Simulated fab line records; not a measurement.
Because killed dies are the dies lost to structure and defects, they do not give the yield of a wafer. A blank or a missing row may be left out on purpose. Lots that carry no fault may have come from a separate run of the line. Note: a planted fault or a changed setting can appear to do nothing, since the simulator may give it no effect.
fab line records | flow n5_finfet
record lots=12 | wafers=36 | last_day=17
route steps=1938 shown BEOL_M10@1472
lots with no fault: from the same line, run without faults
start_h: hours from the record's first day to the start of the lot's first wafer shown | wait_h: time in hours since the lot's previous step | " the same as in the row above | L1.1+2: a single row standing in for several wafers | - no value present, or no start provided | * or withheld: withheld | < > ~ a bound
route shown NAME@n: NAME is a module with steps in the file, n the number in the route of the first one | usual: average and standard deviation across the fault-free wafers | same: alike in all rows | chamber/n: place in a boat | sites: the reading at each site | _std_site: standard deviation of those values | _edge_site: inner sites' mean taken away from outer sites' mean | radius_mm: for every site, how far away it sits from the centre of the wafer | mask NAME#n: copy n | behind: the tool/chamber that last shaped the wafer | hold: why the lot went on hold/how many hours it stayed there/how the hold came to an end | device: the n, p or np transistor that did not switch | end of line: the same wafers' tests at the end of the route | step lacking rows: just its recipe | killed: not the wafer's yield, but the dies lost to structure and defects at the first sort | map: the dies of a wafer, with x for killed, . for not killed, _ for no die there
set.NAME: setting as actually run; set.NAME@STEP: the setting as run at that earlier step | model.NAME: the simulator's own value behind a step, which no gauge read
a sample of lots followed through the steps of the route, with each step as a table and each wafer as a row
services: from which hour (start_h, from the record's first day; less than 0 if before it) a tool's chamber was out of use, for how many hours, and why
## steps
# step N5_BEOL_M10_THK_MEAS_01
# recipe reads=SiCOH_lowk_of_BEOL_M10_ILD_DEP_00
# usual M10_ILD_THK=268/3.1
lot.wafer | tool          | chamber | start_h | wait_h | M10_ILD_THK[nm]
L823.1    | film_metro-02 | -       | 232.48  | 0.4    | 267
L823.3    | "             | -       | "       | "      | 265
L823.6    | "             | -       | "       | "      | 265
L827.1    | film_metro-01 | -       | 244.62  | 0.4    | 267
L827.4    | "             | -       | "       | "      | 272
L827.6    | "             | -       | "       | "      | 268
L826.1    | film_metro-01 | -       | 249.13  | 0.4    | 267
L826.4    | "             | -       | "       | "      | 270
L826.5    | "             | -       | "       | "      | 270
L828.1    | film_metro-02 | -       | 255.01  | 0.4    | 262
L828.3    | "             | -       | "       | "      | 264
L828.5    | "             | -       | "       | "      | 266
L829.1    | film_metro-02 | -       | 263.67  | 0.4    | 267
L829.2    | "             | -       | "       | "      | 265
L829.5    | "             | -       | "       | "      | 269
L831.4    | film_metro-02 | -       | 282.37  | 0.2    | 270
L831.5    | "             | -       | "       | "      | 271
L831.6    | "             | -       | "       | "      | 270
L832.2    | film_metro-02 | -       | 290.39  | 0.4    | 264
L832.4    | "             | -       | "       | "      | 268
L832.5    | "             | -       | "       | "      | 271
L833.2    | film_metro-02 | -       | 300.34  | 0.7    | 267
L833.4    | "             | -       | "       | "      | 270
L833.6    | "             | -       | "       | "      | 267
L836.1    | film_metro-02 | -       | 300.82  | 0.4    | 264
L836.4    | "             | -       | "       | "      | 268
L836.6    | "             | -       | "       | "      | 269
L837.2    | film_metro-02 | -       | 317.21  | 0.4    | 260
L837.3    | "             | -       | "       | "      | 265
L837.5    | "             | -       | "       | "      | 269
L838.3    | film_metro-01 | -       | 320.44  | 0.3    | 267
L838.4    | "             | -       | "       | "      | 271
L838.5    | "             | -       | "       | "      | 270
L844.3    | film_metro-01 | -       | 352.00  | 0.3    | 267
L844.4    | "             | -       | "       | "      | 269
L844.5    | "             | -       | "       | "      | 271
# step N5_BEOL_M10_HM_DEP_02
# recipe material=TiN | target_thk_a=200 | temp_c=25 | chamber_pressure_pa=0.49996
# usual throttle_valve_pct=29.8/0.84
lot.wafer | tool           | chamber | start_h | wait_h | throttle_valve_pct
L823.1    | pvd_sputter-01 | -       | 233.67  | 1.1    | 29.2
L823.3    | "              | -       | "       | "      | 30.6
L823.6    | "              | -       | "       | "      | 30.6
L827.1    | pvd_sputter-03 | -       | 244.95  | 0.3    | 29.8
L827.4    | "              | -       | "       | "      | 30.9
L827.6    | "              | -       | "       | "      | 30.0
L826.1    | pvd_sputter-03 | -       | 251.21  | 2.0    | 29.9
L826.4    | "              | -       | "       | "      | 29.8
L826.5    | "              | -       | "       | "      | 30.9
L828.1    | pvd_sputter-01 | -       | 255.57  | 0.5    | 29.4
L828.3    | "              | -       | "       | "      | 30.7
L828.5    | "              | -       | "       | "      | 29.9
L829.1    | pvd_sputter-02 | -       | 264.82  | 1.1    | 28.9
L829.2    | "              | -       | "       | "      | 29.0
L829.5    | "              | -       | "       | "      | 29.0
L831.4    | pvd_sputter-02 | -       | 282.95  | 0.5    | 29.1
L831.5    | "              | -       | "       | "      | 29.6
L831.6    | "              | -       | "       | "      | 28.9
L832.2    | pvd_sputter-02 | -       | 292.26  | 1.8    | 29.9
L832.4    | "              | -       | "       | "      | 28.9
L832.5    | "              | -       | "       | "      | 29.7
L833.2    | pvd_sputter-01 | -       | 300.45  | 0.1    | 29.9
L833.4    | "              | -       | "       | "      | 29.4
L833.6    | "              | -       | "       | "      | 31.7
L836.1    | pvd_sputter-01 | -       | 303.21  | 2.3    | 30.7
L836.4    | "              | -       | "       | "      | 31.7
L836.6    | "              | -       | "       | "      | 29.3
L837.2    | pvd_sputter-03 | -       | 318.84  | 1.6    | 29.8
L837.3    | "              | -       | "       | "      | 30.7
L837.5    | "              | -       | "       | "      | 30.1
L838.3    | pvd_sputter-03 | -       | 320.92  | 0.4    | 30.0
L838.4    | "              | -       | "       | "      | 29.9
L838.5    | "              | -       | "       | "      | 29.7
L844.3    | pvd_sputter-02 | -       | 353.86  | 1.8    | 29.1
L844.4    | "              | -       | "       | "      | 29.0
L844.5    | "              | -       | "       | "      | 29.7
# step N5_BEOL_M10_INSPECT_13
# recipe mode=adi | inspect_instrument=brightfield
# usual raw_defect_count=388/81
lot.wafer | tool              | chamber | start_h | wait_h | raw_defect_count
L823.1    | defect_inspect-02 | -       | 234.23  | 0.0    | 309
L823.3    | "                 | -       | "       | "      | 228
L823.6    | "                 | -       | "       | "      | 394
L827.1    | defect_inspect-02 | -       | 245.50  | 0.0    | 386
L827.4    | "                 | -       | "       | "      | 597
L827.6    | "                 | -       | "       | "      | 363
L826.1    | defect_inspect-02 | -       | 251.76  | 0.0    | 494
L826.4    | "                 | -       | "       | "      | 548
L826.5    | "                 | -       | "       | "      | 423
L828.1    | defect_inspect-02 | -       | 256.12  | 0.0    | 323
L828.3    | "                 | -       | "       | "      | 335
L828.5    | "                 | -       | "       | "      | 347
L829.1    | defect_inspect-01 | -       | 265.37  | 0.0    | 260
L829.2    | "                 | -       | "       | "      | 374
L829.5    | "                 | -       | "       | "      | 271
L831.4    | defect_inspect-02 | -       | 283.38  | 0.0    | 437
L831.5    | "                 | -       | "       | "      | 415
L831.6    | "                 | -       | "       | "      | 441
L832.2    | defect_inspect-02 | -       | 292.81  | 0.0    | 353
L832.4    | "                 | -       | "       | "      | 325
L832.5    | "                 | -       | "       | "      | 413
L833.2    | defect_inspect-02 | -       | 300.88  | 0.0    | 378
L833.4    | "                 | -       | "       | "      | 324
L833.6    | "                 | -       | "       | "      | 341
L836.1    | defect_inspect-02 | -       | 303.75  | 0.0    | 339
L836.4    | "                 | -       | "       | "      | 367
L836.6    | "                 | -       | "       | "      | 419
L837.2    | defect_inspect-01 | -       | 319.39  | 0.0    | 295
L837.3    | "                 | -       | "       | "      | 355
L837.5    | "                 | -       | "       | "      | 333
L838.3    | defect_inspect-01 | -       | 321.47  | 0.0    | 352
L838.4    | "                 | -       | "       | "      | 317
L838.5    | "                 | -       | "       | "      | 341
L844.3    | defect_inspect-01 | -       | 354.41  | 0.0    | 237
L844.4    | "                 | -       | "       | "      | 351
L844.5    | "                 | -       | "       | "      | 324
# step N5_BEOL_M10_COAT_22
# recipe resist=CAR-ArF | spin_rpm=1500 | resist_thk_nm=90
# usual chill_plate_temp_C=23.02/0.11 | spin_speed_rpm=1500.1/0.89
lot.wafer | tool           | chamber | start_h | wait_h | chill_plate_temp_C | spin_speed_rpm
L823.1    | litho_track-03 | 0       | 235.59  | -      | 23.03              | 1501.9
L823.3    | "              | 0       | "       | "      | 23.10              | 1500.8
L823.6    | "              | 0       | "       | "      | 22.99              | 1498.9
L827.1    | litho_track-03 | 0       | 246.54  | -      | 22.92              | 1499.1
L827.4    | "              | 0       | "       | "      | 23.02              | 1500.1
L827.6    | "              | 0       | "       | "      | 22.83              | 1498.8
L826.1    | litho_track-05 | 0       | 252.47  | -      | 22.96              | 1501.0
L826.4    | "              | 0       | "       | "      | 22.89              | 1499.5
L826.5    | "              | 0       | "       | "      | 23.01              | 1499.2
L828.1    | litho_track-02 | 0       | 257.13  | -      | 23.14              | 1500.1
L828.3    | "              | 0       | "       | "      | 23.02              | 1500.7
L828.5    | "              | 0       | "       | "      | 23.12              | 1500.8
L829.1    | litho_track-03 | 0       | 267.43  | -      | 23.11              | 1499.8
L829.2    | "              | 0       | "       | "      | 23.09              | 1499.5
L829.5    | "              | 0       | "       | "      | 23.06              | 1501.0
L831.4    | litho_track-05 | 0       | 284.90  | -      | 22.77              | 1499.4
L831.5    | "              | 0       | "       | "      | 22.74              | 1501.2
L831.6    | "              | 0       | "       | "      | 22.94              | 1499.3
L832.2    | litho_track-02 | 0       | 295.40  | -      | 22.98              | 1501.2
L832.4    | "              | 0       | "       | "      | 23.08              | 1499.1
L832.5    | "              | 0       | "       | "      | 22.88              | 1500.2
L833.2    | litho_track-02 | 0       | 302.06  | -      | 23.32              | 1563.7
L833.4    | "              | 0       | "       | "      | 23.21              | 1564.4
L833.6    | "              | 0       | "       | "      | 23.16              | 1565.4
L836.1    | litho_track-05 | 0       | 304.77  | -      | 22.83              | 1500.0
L836.4    | "              | 0       | "       | "      | 23.04              | 1501.1
L836.6    | "              | 0       | "       | "      | 23.03              | 1502.0
L838.3    | litho_track-02 | 0       | 323.11  | -      | 23.11              | 1565.2
L838.4    | "              | 0       | "       | "      | 23.22              | 1566.3
L838.5    | "              | 0       | "       | "      | 23.18              | 1565.6
L837.2    | litho_track-05 | 0       | 323.11  | -      | 23.02              | 1499.2
L837.3    | "              | 0       | "       | "      | 23.00              | 1499.4
L837.5    | "              | 0       | "       | "      | 22.93              | 1499.5
L844.3    | litho_track-03 | 0       | 355.60  | -      | 23.09              | 1500.7
L844.4    | "              | 0       | "       | "      | 23.12              | 1500.1
L844.5    | "              | 0       | "       | "      | 22.97              | 1498.4
## services
tool           | chamber | start_h | hours | kind
litho_track-05 | -       | 235.69  | -     | consumable_replace:filter
litho_track-03 | -       | 328.49  | -     | consumable_replace:filter
pvd_sputter-01 | -       | 352.67  | 1.6   | repair
## key
first_sign step=N5_BEOL_M10_COAT_22 | reading=spin_speed_rpm | direction=up | sigmas=73 | usual=* | struck=*
effect none on later readings
met_at N5_BEOL_M10_COAT_22
struck_lots L833,L838
not_acting_at N5_BEOL_M10_THK_MEAS_01,N5_BEOL_M10_HM_DEP_02,N5_BEOL_M10_INSPECT_13
onset_between 295.40 302.06
fault kind=process_parameter_drift | tool=litho_track-02 | chamber=- | onset_h=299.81 | steps=N5_BEOL_M10_COAT_22 | channel=spin_rpm | offset=* | shape=step | end_h=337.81 | acts_in=* | stated=*
